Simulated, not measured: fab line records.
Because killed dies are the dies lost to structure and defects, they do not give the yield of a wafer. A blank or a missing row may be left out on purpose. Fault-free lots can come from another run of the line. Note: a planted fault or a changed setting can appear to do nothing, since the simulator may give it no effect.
One fault through the eyes of 2 desks + flow n5Finfet + every desk sees just its own numbers, and what lay behind them comes last

## THE TOOL OWNER'S DESK: rieDiel-02
The tool's own readings at N5_BEOL_M0_SAQP_ETCH_107 (etches SiNx in CH3F/O2, target depth 30 nm): means of the sampled wafers that have a number, for each lot that ran on this tool. Any lot whose mean is over 4 standard deviations away from the usual mean is out of limits and marked OUT; that distance is given in the brackets.
Columns: A = biasW at N5_BEOL_M0_SAQP_ETCH_107, usual 72.99 W; B = drypumpMotorCurrentA at N5_BEOL_M0_SAQP_ETCH_107, usual 5.5 A; C = oesProductAu at N5_BEOL_M0_SAQP_ETCH_107, usual 0.78 a.u.; D = rfVppV at N5_BEOL_M0_SAQP_ETCH_107, usual 292 V; E = showerheadPlenumPTorr at N5_BEOL_M0_SAQP_ETCH_107, usual 1.99 Torr; F = throttleValvePct at N5_BEOL_M0_SAQP_ETCH_107, usual 16.45 %
| lot  | first seen here | A               | B   | C    | D              | E    | F     |
|------|-----------------|-----------------|-----|------|----------------|------|-------|
| L653 | day 9 03:53     | 72.68           | 5.9 | 0.91 | 297            | 2.03 | 16.22 |
| L661 | day 11 01:22    | 87.87 (+68) OUT | 5.7 | 0.81 | 342 (+8.7) OUT | 1.96 | 16.59 |
| L662 | day 11 09:04    | 87.97 (+68) OUT | 5.8 | 0.85 | 343 (+8.8) OUT | 1.95 | 16.41 |
This desk's finding: out of limits on L661, L662; first on L661, day 11 01:22 (biasW at N5_BEOL_M0_SAQP_ETCH_107). L653 stayed within limits.

## METROLOGY DESK
What the gauges read for every lot (on any tool): the sampled wafers with a number, averaged. Any lot whose mean is over 4 standard deviations away from the usual mean is out of limits and marked OUT; that distance is given in the brackets. Readings shown: 7 of its 11, picked as those furthest out on some lot.
Columns: A = cdNm at N5_BEOL_M0_SAQP_CD_MEAS_25, usual 12.84 nm; B = DIBL_N at N5_BEOL_M4_RC_MEAS_101, usual 36.0 mV/V; C = IOFF_N at N5_BEOL_M4_RC_MEAS_101, usual 0.16 nA/um; D = IOFF_P at N5_BEOL_M4_RC_MEAS_101, usual 0.21 nA/um; E = ION_P at N5_BEOL_M4_RC_MEAS_101, usual 460 uA/um; F = VT_N at N5_BEOL_M4_RC_MEAS_101, usual 249 mV; G = VT_P at N5_BEOL_M4_RC_MEAS_101, usual -250 mV
| lot  | first seen here | A     | B    | C    | D    | E   | F   | G    |
|------|-----------------|-------|------|------|------|-----|-----|------|
| L646 | day 7 07:25     | 12.81 | 34.2 | 0.12 | 0.16 | 456 | 254 | -256 |
| L650 | day 8 08:23     | 12.68 | 36.7 | 0.14 | 0.18 | 454 | 251 | -253 |
| L651 | day 8 15:26     | 12.87 | 36.6 | 0.16 | 0.19 | 461 | 250 | -253 |
| L653 | day 9 02:58     | 13.18 | 37.6 | 0.18 | 0.19 | 452 | 250 | -253 |
| L661 | day 11 00:36    | 12.71 | 37.0 | 0.16 | 0.18 | 452 | 248 | -255 |
| L662 | day 11 08:17    | 13.10 | 35.6 | 0.16 | 0.20 | 454 | 249 | -252 |
This desk found nothing out of limits on any of the 6 lots.

## BROUGHT TOGETHER
The tool owner's desk had the chance to raise an alarm at day 11 01:22 on L661, L662.
From the metrology desk's view, nothing was out of limits.
The metrology desk has L661, L662 on record, within its limits.
The lots listed all ran N5_BEOL_M0_SAQP_ETCH_107 on rieDiel-02.

## WHAT THE SIMULATOR HAD INSERTED
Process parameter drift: rieDiel-02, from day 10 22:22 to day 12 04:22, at N5_BEOL_M0_SAQP_ETCH_107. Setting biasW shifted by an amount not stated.
Struck lots among those shown: L661, L662.
Each desk's first reading out of limits, in hours after the fault started: the tool owner's desk, 3.
